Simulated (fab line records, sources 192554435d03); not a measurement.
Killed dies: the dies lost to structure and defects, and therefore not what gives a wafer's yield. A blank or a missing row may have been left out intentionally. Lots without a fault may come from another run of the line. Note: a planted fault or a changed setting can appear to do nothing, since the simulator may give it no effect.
fab line records | flow n5_finfet
[record] lots = 8 wafers = 24 last_day = 18
route steps=1938 shown BEOL_M0_SAQP@689 BEOL_M0_CUTY@712 BEOL_M0@715 BEOL_M4@1111 PASSIVATION@1936
lots with no fault: from the same line, run without faults
start_h: start of the lot's first displayed wafer, in hours after the record's first day | wait_h: hours from the lot's prior step to this one | " the same as in the row above | L1.1+2: a row that stands for several wafers | - value missing, or start not given | * or withheld: withheld | < > ~ a bound
route shown NAME@n: names a module that has steps shown in the file, with the first one's number in the route | usual: the fault-free wafers' mean and standard deviation | same: alike in all rows | chamber/n: place in a boat | sites: readings site by site | _std_site: standard deviation of those values | _edge_site: the outer-site mean with the inner-site mean subtracted | radius_mm: how far each site lies from the wafer's centre | mask NAME#n: copy n | behind: the tool/chamber that last shaped the wafer | hold: what put the lot on hold/how long, in hours/how the hold closed | device: whichever transistor did not switch (one of n, p or np) | end of line: tests of these same wafers at the route's end | a step with no rows: only its recipe | killed: not the wafer's yield, but the dies lost to structure and defects at the first sort | map: the dies of a wafer, with x for killed, . for not killed, _ for no die there
set.NAME: the setting that was run; set.NAME@STEP: the one run at that earlier step | model.NAME: the simulator's own value behind a step, which no gauge read
a sample of lots followed through the steps of the route, with each step as a table and each wafer as a row
services: the hour from which a tool's chamber was out of use, counted from the record's first day as start_h (under 0 if before that day), plus the number of hours and why
[[steps]]
[step N5_BEOL_M0_SAQP_CD_MEAS_40]
[recipe] target_cd_nm = 30 landing_energy_ev = 500 detector = se_inlens
[usual] cd_nm = 30.05/0.23
// columns lot.wafer tool chamber start_h wait_h cd_nm
L373.2 cd_sem-01 0 110.90 - 29.73
L373.3 " 0 " " 30.05
L373.5 " 0 " " 30.06
L378.3 cd_sem-01 0 140.06 - 30.04
L378.4 " 0 " " 29.94
L378.6 " 0 " " 29.77
L379.1 cd_sem-01 0 147.21 - 29.85
L379.3 " 0 " " 30.43
L379.4 " 0 " " 29.79
L380.1 cd_sem-02 0 155.39 - 30.40
L380.2 " 0 " " 30.07
L380.5 " 0 " " 29.90
L390.1 cd_sem-03 0 209.83 - 30.10
L390.2 " 0 " " 30.18
L390.4 " 0 " " 29.98
L391.1 cd_sem-02 0 218.38 - 30.29
L391.2 " 0 " " 29.66
L391.6 " 0 " " 30.04
L392.1 cd_sem-02 0 223.97 - 30.43
L392.3 " 0 " " 30.39
L392.6 " 0 " " 30.07
L395.1 cd_sem-03 0 255.31 - 30.03
L395.5 " 0 " " 30.13
L395.6 " 0 " " 30.03
[step N5_BEOL_M0_CUTY_ETCH_62]
[recipe] chemistry = CF4 target = SiARC mask_material = CAR-ArF-block time_s = 58.5 ion_energy_ev = 80 pressure_mtorr = 40 source_w = 545 bias_w = 36 Ar_flow_sccm = 100 cf4_flow_sccm = 100 ends = cleared
[usual] bias_w = 35.98/0.11 cf4_flow_sccm = 100.0/0.3 chamber_pressure_mTorr = 40.00/0.04 drypump_motor_current_A = 5.6/0.3 etch_rf_on_time_s = 57.7/0.76 oes_product_au = 0.69/0.081 rf_vpp_V = 184.0/1.1 showerhead_plenum_p_Torr = 2.14/0.061 throttle_valve_pct = 15.45/0.22
// columns lot.wafer tool chamber start_h wait_h bias_w cf4_flow_sccm chamber_pressure_mTorr drypump_motor_current_A etch_rf_on_time_s oes_product_au rf_hours_counter_h rf_vpp_V showerhead_plenum_p_Torr throttle_valve_pct
L373.2 rie_diel-02 3 112.45 0.0 35.94 99.7 40.00 5.2 56.8 0.65 161 185.3 2.22 15.47
L373.3 " 2 " " 35.93 100.2 40.03 5.7 56.3 0.81 13 183.4 2.10 15.27
L373.5 " 2 " " 35.91 100.0 39.95 5.6 56.5 0.81 - 183.7 2.10 15.26
L378.3 rie_diel-01 0 142.08 0.0 - - - - - - - - - -
L378.4 " 2 " " - - - - - - - - - -
L378.6 " 0 " " - - - - - - - - - -
L379.1 rie_diel-02 3 148.65 0.0 - - - - - - - - - -
L379.3 " 2 " " - - - - - - - - - -
L379.4 " 0 " " - - - - - - - - - -
L380.1 rie_diel-02 0 156.92 0.0 - - - - - - - - - -
L380.2 " 1 " " - - - - - - - - - -
L380.5 " 3 " " - - - - - - - - - -
L390.1 rie_diel-02 1 211.40 0.0 36.06 100.3 40.02 5.8 57.4 0.76 29 183.8 2.10 15.34
L390.2 " 0 " " 36.22 100.0 40.00 5.9 56.7 0.61 187 183.3 2.21 15.42
L390.4 " 3 " " 35.84 99.7 40.01 5.2 57.8 0.62 196 184.8 2.21 15.53
L391.1 rie_diel-01 1 219.96 0.0 36.08 100.0 40.00 5.5 59.4 0.58 243 183.5 2.11 16.11
L391.2 " 3 " " 35.82 100.9 40.08 6.4 57.6 0.79 25 185.6 2.10 15.36
L391.6 " 0 " " 35.98 100.0 39.97 5.2 57.4 0.82 - 183.4 2.10 15.41
L392.1 rie_diel-02 2 226.17 0.0 36.11 99.8 39.95 5.6 57.4 0.73 56 183.6 2.09 15.35
L392.3 " 3 " " 35.86 100.5 39.96 5.2 57.8 0.61 203 186.5 2.21 15.55
L392.6 " 1 " " 35.92 100.2 40.03 5.8 58.2 0.75 - 183.4 2.10 15.36
L395.1 rie_diel-02 3 257.09 0.0 35.93 99.8 39.94 5.2 57.9 0.61 216 184.2 2.20 15.59
L395.5 " 1 " " 36.15 99.8 40.04 5.9 58.5 0.73 - 182.6 2.09 15.38
L395.6 " 0 " " 35.84 100.2 39.96 5.9 57.3 0.60 - 184.6 2.21 15.44
[step N5_BEOL_M0_CUTY_ETCH_63]
[recipe] chemistry = N2/H2 target = SOC target_depth_a = 827 overetch_a = 165 mask_material = SiARC temp_c = 40 ion_energy_ev = 200 time_s = 124 pressure_mtorr = 30 source_w = 840 bias_w = 150 n2_flow_sccm = 200 h2_flow_sccm = 200
[usual] bias_w = 150.0/0.45 chamber_pressure_mTorr = 30.001/0.027 drypump_motor_current_A = 5.6/0.31 oes_product_au = 0.66/0.074 rf_vpp_V = 523.8/2.4 showerhead_plenum_p_Torr = 2.54/0.078 throttle_valve_pct = 17.69/0.2
// columns lot.wafer tool chamber start_h wait_h bias_w chamber_pressure_mTorr drypump_motor_current_A oes_product_au rf_hours_counter_h rf_vpp_V showerhead_plenum_p_Torr throttle_valve_pct
L373.2 rie_diel-02 3 112.50 0.0 149.9 29.988 5.2 0.62 161 527.5 2.65 17.65
L373.3 " 2 " " 149.7 30.025 5.7 0.76 13 522.3 2.50 17.56
L373.5 " 2 " " 149.9 30.013 5.7 0.76 - 522.9 2.50 17.56
L378.3 rie_diel-01 0 142.13 0.0 150.3 30.004 5.2 0.25 260 522.4 2.50 18.08
L378.4 " 2 " " 149.8 30.033 5.8 0.33 - 521.5 2.48 17.33
L378.6 " 0 " " 149.5 29.965 5.2 0.25 - 523.2 2.50 18.08
L379.1 rie_diel-02 3 148.70 0.0 149.7 29.998 5.2 0.28 174 525.5 2.65 17.64
L379.3 " 2 " " 150.5 30.042 5.7 0.34 27 521.0 2.49 17.53
L379.4 " 0 " " 150.4 30.031 5.9 0.26 165 526.7 2.64 17.55
L380.1 rie_diel-02 0 156.97 0.0 150.2 30.011 5.9 0.27 168 527.2 2.63 17.56
L380.2 " 1 " " 149.9 29.990 5.8 0.34 10 522.7 2.50 17.54
L380.5 " 3 " " 150.8 30.012 5.2 0.29 - 526.9 2.64 17.65
L390.1 rie_diel-02 1 211.45 0.0 149.5 30.051 5.8 0.71 29 522.2 2.49 17.61
L390.2 " 0 " " 149.8 30.021 5.9 0.58 187 526.9 2.63 17.64
L390.4 " 3 " " 149.9 29.967 5.2 0.59 196 525.3 2.64 17.72
L391.1 rie_diel-01 1 220.01 0.0 149.1 30.008 5.5 0.57 243 523.0 2.50 18.25
L391.2 " 3 " " 150.9 29.997 6.4 0.74 25 522.4 2.49 17.56
L391.6 " 0 " " 149.6 29.992 5.2 0.77 - 523.5 2.49 17.66
L392.1 rie_diel-02 2 226.21 0.0 150.3 29.968 5.7 0.70 56 524.2 2.48 17.65
L392.3 " 3 " " 150.0 30.013 5.2 0.59 203 526.4 2.63 17.74
L392.6 " 1 " " 150.1 29.986 5.9 0.71 - 522.8 2.49 17.61
L395.1 rie_diel-02 3 257.14 0.0 150.4 29.974 5.2 0.59 216 525.8 2.63 17.75
L395.5 " 1 " " 149.4 29.963 5.9 0.70 - 521.1 2.48 17.63
L395.6 " 0 " " 149.8 29.961 5.9 0.58 - 526.7 2.62 17.65
[step N5_BEOL_M0_ETCH_138]
[recipe] chemistry = CH3F/O2 target_depth_a = 120 target = SiCN time_s = 31.6 ion_energy_ev = 120 pressure_mtorr = 30 source_w = 395 bias_w = 75 Ar_flow_sccm = 150 CH3F_flow_sccm = 30 O2_flow_sccm = 20 ends = cleared
[usual] CH3F_flow_sccm = 29.99/0.085 O2_flow_sccm = 20.00/0.055 bias_w = 75.00/0.2 chamber_pressure_mTorr = 30.002/0.026 drypump_motor_current_A = 5.6/0.3 etch_rf_on_time_s = 28.7/0.67 oes_product_au = 0.69/0.082 rf_vpp_V = 297.2/1.6 showerhead_plenum_p_Torr = 2.00/0.063 throttle_valve_pct = 16.17/0.22
// columns lot.wafer tool chamber start_h wait_h CH3F_flow_sccm O2_flow_sccm bias_w chamber_pressure_mTorr drypump_motor_current_A etch_rf_on_time_s oes_product_au rf_hours_counter_h rf_vpp_V showerhead_plenum_p_Torr throttle_valve_pct
L373.2 rie_diel-02 3 112.62 0.0 30.08 20.00 75.23 29.995 5.2 27.8 0.64 161 299.5 2.09 16.22
L373.3 " 2 " " 29.97 19.95 75.45 29.998 5.7 27.4 0.79 13 298.0 1.96 15.97
L373.5 " 2 " " 29.88 20.04 75.15 30.024 5.6 28.1 0.79 - 296.7 1.96 15.97
L390.1 rie_diel-02 1 211.57 0.0 30.01 20.10 75.25 30.038 5.8 28.6 0.77 29 296.6 1.96 16.06
L390.2 " 0 " " 29.99 19.98 74.92 29.970 5.9 28.2 0.60 187 298.5 2.07 16.12
L390.4 " 3 " " 29.96 19.99 74.65 30.041 5.2 29.3 0.62 196 298.2 2.08 16.29
L391.1 rie_diel-01 1 220.13 0.0 29.98 19.99 74.92 29.994 5.5 28.5 0.58 243 297.3 1.97 16.82
L391.2 " 3 " " 29.93 19.94 74.84 29.998 6.4 28.7 0.79 25 295.9 1.97 16.11
L391.6 " 0 " " 29.96 19.98 75.35 30.052 5.2 29.5 0.82 - 296.1 1.96 16.09
L392.1 rie_diel-02 2 226.34 0.0 30.07 19.98 75.18 29.993 5.7 28.8 0.73 56 296.8 1.95 16.06
L392.3 " 3 " " 29.93 19.96 74.98 29.984 5.2 29.9 0.61 203 298.9 2.07 16.29
L392.6 " 1 " " 30.21 20.07 74.98 30.014 5.8 29.9 0.74 - 296.9 1.95 16.06
L395.1 rie_diel-02 3 257.26 0.0 29.90 20.09 74.82 30.013 5.2 28.5 0.61 216 299.5 2.07 16.31
L395.5 " 1 " " 29.92 20.04 74.87 30.037 5.9 29.5 0.74 - 296.8 1.95 16.09
L395.6 " 0 " " 29.88 19.97 75.18 29.945 5.9 29.0 0.60 - 298.8 2.07 16.15
[step N5_BEOL_M0_STRIP_142]
[recipe] chemistry = N2/H2 time_s = 10 power_w = 450 temp_c = 40 pressure_mtorr = 20 rf_frequency_hz = 6e+07 bias_power_w = 7 n2_flow_sccm = 200 h2_flow_sccm = 200
[usual] chamber_pressure_mTorr = 20.000/0.017 drypump_motor_current_A = 5.7/0.37 oes_product_au = 0.81/0.1 rf_vpp_V = 59.1/0.91 showerhead_plenum_p_Torr = 2.52/0.076 throttle_valve_pct = 23.55/0.25
// columns lot.wafer tool chamber start_h wait_h chamber_pressure_mTorr drypump_motor_current_A oes_product_au rf_hours_counter_h rf_vpp_V showerhead_plenum_p_Torr throttle_valve_pct
L373.2 rie_diel-06 1 114.06 0.0 20.018 5.6 0.75 156 57.5 2.53 23.24
L373.3 " 0 " " 20.009 5.3 0.86 31 60.6 2.71 23.57
L373.5 " 0 " " 19.996 5.3 0.88 - 59.3 2.71 23.58
L390.1 rie_diel-01 0 213.41 0.0 20.011 5.2 0.94 10 59.7 2.48 23.55
L390.2 " 1 " " 20.001 5.5 0.67 241 58.3 2.50 23.97
L390.4 " 3 " " 19.976 6.4 0.92 23 58.3 2.49 23.37
L391.1 rie_diel-02 3 223.36 0.0 20.018 5.2 0.72 202 59.0 2.63 23.43
L391.2 " 2 " " 19.995 5.7 0.85 55 59.2 2.48 23.52
L391.6 " 2 " " 19.993 5.7 0.86 - 59.4 2.48 23.51
L392.1 rie_diel-01 1 227.20 0.0 19.992 5.5 0.68 246 58.8 2.50 23.99
L392.3 " 0 " " 19.988 5.2 0.93 16 58.6 2.48 23.56
L392.6 " 2 " " 19.978 5.7 0.84 - 58.2 2.47 23.32
L395.1 rie_diel-02 1 259.02 0.0 19.986 5.8 0.85 48 60.2 2.48 23.53
L395.5 " 1 " " 19.993 5.8 0.85 - 61.0 2.48 23.55
L395.6 " 2 " " 20.007 5.7 0.84 - 59.6 2.47 23.53
[step N5_BEOL_M4_RC_MEAS_101]
[usual] DIBL_N = 36.1/1.3 DIBL_P = 36.1/1.7 IOFF_N = 0.154/0.022 IOFF_P = 0.201/0.024 ION_N = 675/8.9 ION_P = 462/5.9 SS_N = 71.5/0.49 SS_P = 73.3/0.58 VT_N = 250.0/2.7 VT_P = -251.3/2.7
// columns lot.wafer tool chamber start_h wait_h DIBL_N[mV/V] DIBL_P[mV/V] IOFF_N[nA/um] IOFF_P[nA/um] ION_N[uA/um] ION_P[uA/um] SS_N[mV/dec] SS_P[mV/dec] VT_N[mV] VT_P[mV]
L373.2 prober-01 0 164.01 0.2 35.6 34.7 0.148 0.194 674 468 71.6 73.1 249.6 -251.0
L373.3 " 0 " " 35.7 34.9 0.151 0.200 688 470 72.3 73.5 249.3 -249.6
L373.5 " 0 " " 35.3 34.9 0.147 0.196 678 463 72.2 72.6 247.7 -250.2
L391.1 prober-02 0 284.72 0.0 36.0 36.7 0.141 0.183 668 455 70.9 73.6 250.3 -252.3
L391.2 " 0 " " 36.6 36.9 0.141 0.189 667 456 71.6 73.5 252.9 -256.0
L391.6 " 0 " " 34.9 35.4 0.122 0.162 659 453 70.7 72.5 253.9 -256.0
L390.1 prober-02 0 287.81 0.0 36.5 37.5 0.156 0.221 674 468 71.2 73.8 251.3 -248.6
L390.2 " 0 " " 36.1 37.5 0.160 0.216 676 470 72.1 72.7 251.1 -247.2
L390.4 " 0 " " 35.8 37.1 0.146 0.205 665 464 72.0 72.9 253.0 -247.0
L392.1 prober-01 0 289.51 0.0 35.4 35.5 0.150 0.197 676 465 71.8 72.6 249.4 -252.2
L392.3 " 0 " " 34.2 33.2 0.120 0.163 666 456 71.3 72.9 252.3 -252.5
L392.6 " 0 " " 36.5 36.5 0.167 0.208 680 468 72.3 73.0 248.5 -249.7
L395.1 prober-02 0 319.48 0.0 38.7 39.5 0.196 0.268 696 478 72.4 73.9 244.5 -245.7
L395.5 " 0 " " 37.4 38.0 0.174 0.247 681 470 72.2 73.6 245.3 -248.8
L395.6 " 0 " " 36.1 36.4 0.147 0.211 670 464 71.9 73.0 251.1 -247.4
[step N5_PASSIVATION_PROBE_49]
[usual] defect_limited_yield = 90.9/1.3 killed_at_M0_to_M3 = 35/10 killed_at_M4_up = 15/5.7 killed_at_contacts = 14/6.4 killed_at_front_end = 40/11 killed_at_other = 4/3.1 killed_dies = 108/16 killed_on_rim = 14/3.6 killed_open = 71/11 killed_short = 34/7.7 sort_bin_5_function = 5.4/0.9 sort_bin_6_memory = 3.4/0.61 sort_n_pass = 1072/16 sort_yield_pct = 90.9/1.3
[same] gross_dies = 1180 killed_at_back_side = 0 sort_bin_4_leakage[%] = 0 sort_bin_8_speed[%] = 0
// columns lot.wafer tool chamber start_h wait_h defect_limited_yield[%] killed_at_M0_to_M3 killed_at_M4_up killed_at_contacts killed_at_front_end killed_at_other killed_dies killed_on_rim killed_open killed_short sort_bin_5_function[%] sort_bin_6_memory[%] sort_n_pass sort_yield_pct[%]
L378.3 prober-01 - 295.43 0.1 0 1104 21 9 40 6 1180 152 86 38 96.2 3.6 0 0
L378.4 prober-01 - 295.48 0.2 0 1122 15 12 29 2 1180 152 65 31 97.0 2.9 0 0
L378.6 prober-01 - 295.58 0.3 0 1125 15 6 33 1 1180 152 64 35 96.7 3.1 0 0
L379.1 prober-01 - 299.79 0.0 0 1099 13 31 27 10 1180 152 73 39 95.9 3.7 0 0
L379.3 prober-01 - 299.89 0.1 0 1088 10 27 44 11 1180 152 66 44 95.6 3.8 0 0
L379.4 prober-01 - 299.94 0.2 0 1112 5 23 38 2 1180 152 57 29 97.2 2.3 0 0
L380.1 prober-01 - 327.26 0.0 0 1120 16 4 40 0 1180 152 83 41 95.3 4.4 0 0
L380.2 prober-01 - 327.31 0.1 0 1118 10 8 42 2 1180 152 66 35 97.5 2.3 0 0
L380.5 prober-01 - 327.46 0.2 0 1123 15 12 29 1 1180 152 67 36 96.5 3.2 0 0
// killed by level:class
L378.3 BEOL_M0_CUTY:area_etch=1056 BEOL_M4:geometric_particle:open=12 BEOL_M0_SAQP:geometric_particle:short=11 FIN_SAQP:geometric_particle:open=10 STI_FIN_REVEAL:geometric_particle:open=9 MOL_CONTACT_COAG:geometric_particle:open=9 FIN_SAQP:geometric_particle:short=8 BEOL_M0:geometric_particle:open=8
L378.4 BEOL_M0_CUTY:area_etch=1081 BEOL_M2:geometric_particle:open=13 MOL_CONTACT_COAG:geometric_particle:open=10 BEOL_M3:geometric_particle:open=9 STI_FIN_REVEAL:geometric_particle:open=8 FIN_SAQP:geometric_particle:open=6 FIN_SAQP:geometric_particle:short=5 BEOL_M0_SAQP:geometric_particle:short=5
L378.6 BEOL_M0_CUTY:area_etch=1079 BEOL_M3:geometric_particle:open=13 FIN_SAQP:geometric_particle:open=10 FIN_SAQP:geometric_particle:short=8 BEOL_M2:geometric_particle:open=7 BEOL_M1:geometric_particle:short=6 BEOL_M0_SAQP:geometric_particle:open=6 BEOL_M4:geometric_particle:open=6
L379.1 BEOL_M0_CUTY:area_etch=1068 MOL_CONTACT_COAG:geometric_particle:open=23 MOL_CONTACT_COAG:geometric_particle:short=8 BEOL_M0_SAQP:geometric_particle:short=7 FIN_SAQP:geometric_particle:open=6 BEOL_M1:geometric_particle:open=6 FIN_SAQP:geometric_particle:short=5 BEOL_M4:geometric_particle:open=5
L379.3 BEOL_M0_CUTY:area_etch=1070 MOL_CONTACT_COAG:geometric_particle:open=21 FIN_SAQP:geometric_particle:short=17 FIN_SAQP:geometric_particle:open=6 STI_FIN_REVEAL:geometric_particle:open=6 MOL_CONTACT_COAG:geometric_particle:short=6 BEOL_M4:geometric_particle:open=6 BEOL_M3:geometric_particle:open=5
L379.4 BEOL_M0_CUTY:area_etch=1094 MOL_CONTACT_COAG:geometric_particle:open=19 FIN_SAQP:geometric_particle:open=7 STI_FIN_REVEAL:geometric_particle:open=7 FIN_SAQP:geometric_particle:short=6 MOL_CONTACT_COAG:geometric_particle:short=4 BEOL_M1:geometric_particle:open=4 STARTING-WAFER:geometric_particle:short=4
L380.1 BEOL_M0_CUTY:area_etch=1056 BEOL_M0_SAQP:geometric_particle:short=16 BEOL_M0_SAQP:geometric_particle:open=15 BEOL_M2:geometric_particle:open=14 BEOL_M3:geometric_particle:open=9 BEOL_M4:geometric_particle:open=8 FIN_SAQP:geometric_particle:open=6 GATE_CUT:geometric_particle:open=6
L380.2 BEOL_M0_CUTY:area_etch=1079 BEOL_M0_SAQP:geometric_particle:short=14 DUMMY_GATE:geometric_particle:open=9 BEOL_M4:geometric_particle:open=9 BEOL_M0_SAQP:geometric_particle:open=9 STI_FIN_REVEAL:geometric_particle:open=8 MOL_CONTACT_COAG:geometric_particle:open=7 BEOL_M3:geometric_particle:open=6
L380.5 BEOL_M0_CUTY:area_etch=1076 BEOL_M0_SAQP:geometric_particle:short=11 BEOL_M2:geometric_particle:open=11 BEOL_M4:geometric_particle:open=8 BEOL_M0_SAQP:geometric_particle:open=8 MOL_CONTACT_COAG:geometric_particle:open=6 MOL_CONTACT_COAG:geometric_particle:short=6 BEOL_M1:geometric_particle:open=6
[[services]]
// columns tool chamber start_h hours kind
rie_diel-02 1 106.75 - clean
rie_diel-02 1 106.75 - consumable_replace:focus_ring
rie_diel-02 1 106.75 23.7 scheduled_down
rie_diel-02 1 106.75 23.7 vent_cycle
rie_diel-06 2 112.37 4.9 repair
rie_diel-01 3 112.40 - clean
rie_diel-01 3 112.40 - consumable_replace:focus_ring
rie_diel-01 3 112.40 41.4 scheduled_down
rie_diel-01 3 112.40 41.4 vent_cycle
rie_diel-06 2 117.46 - clean
rie_diel-01 0 119.86 2.2 repair
rie_diel-01 0 154.18 - clean
rie_diel-01 0 154.18 - consumable_replace:focus_ring
rie_diel-01 0 154.18 33.0 scheduled_down
rie_diel-01 0 154.18 33.0 vent_cycle
rie_diel-06 1 164.44 9.9 repair
rie_diel-01 3 177.60 5.2 repair
rie_diel-06 1 183.55 8.8 repair
rie_diel-02 0 212.15 22.1 repair
rie_diel-06 3 215.95 2.9 repair
rie_diel-01 1 240.61 - clean
rie_diel-01 1 240.61 - consumable_replace:focus_ring
rie_diel-01 1 240.61 16.8 scheduled_down
rie_diel-01 1 240.61 16.8 vent_cycle
[[key]]
[first_sign] step = N5_BEOL_M0_CUTY_ETCH_62 reading = tool_record direction = missing
[effect] step = N5_BEOL_M0_CUTY_ETCH_63 reading = oes_product_au direction = down sigmas = 5 usual = 0.66 struck = 0.29
[effect] step = N5_PASSIVATION_PROBE_49 reading = killed_at_M0_to_M3 direction = up sigmas = 99+ usual = 35 struck = 1112
[more_kills_born_at] N5_BEOL_M0_CUTY_ETCH_62@rie_diel-02 = 6443 N5_BEOL_M0_CUTY_ETCH_62@rie_diel-01 = 3216
met_at N5_BEOL_M0_CUTY_ETCH_62
struck_lots L378,L379,L380
later_rows_left_out L378.3,L378.4,L378.6,L379.1,L379.3,L379.4,L380.1,L380.2,L380.5
not_acting_at N5_BEOL_M0_SAQP_CD_MEAS_40,N5_BEOL_M0_ETCH_138,N5_BEOL_M0_STRIP_142
onset_between 112.45 142.08
[fault] kind = skipped_step_whole tool = rie_diel-01,rie_diel-02 chamber = - onset_h = 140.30 steps = N5_BEOL_M0_CUTY_ETCH_62 scope = struck_lots_only
// later_rows_left_out: the simulator's readings of these wafers behind a module that went badly wrong aren't trusted and aren't shown, but for the sort
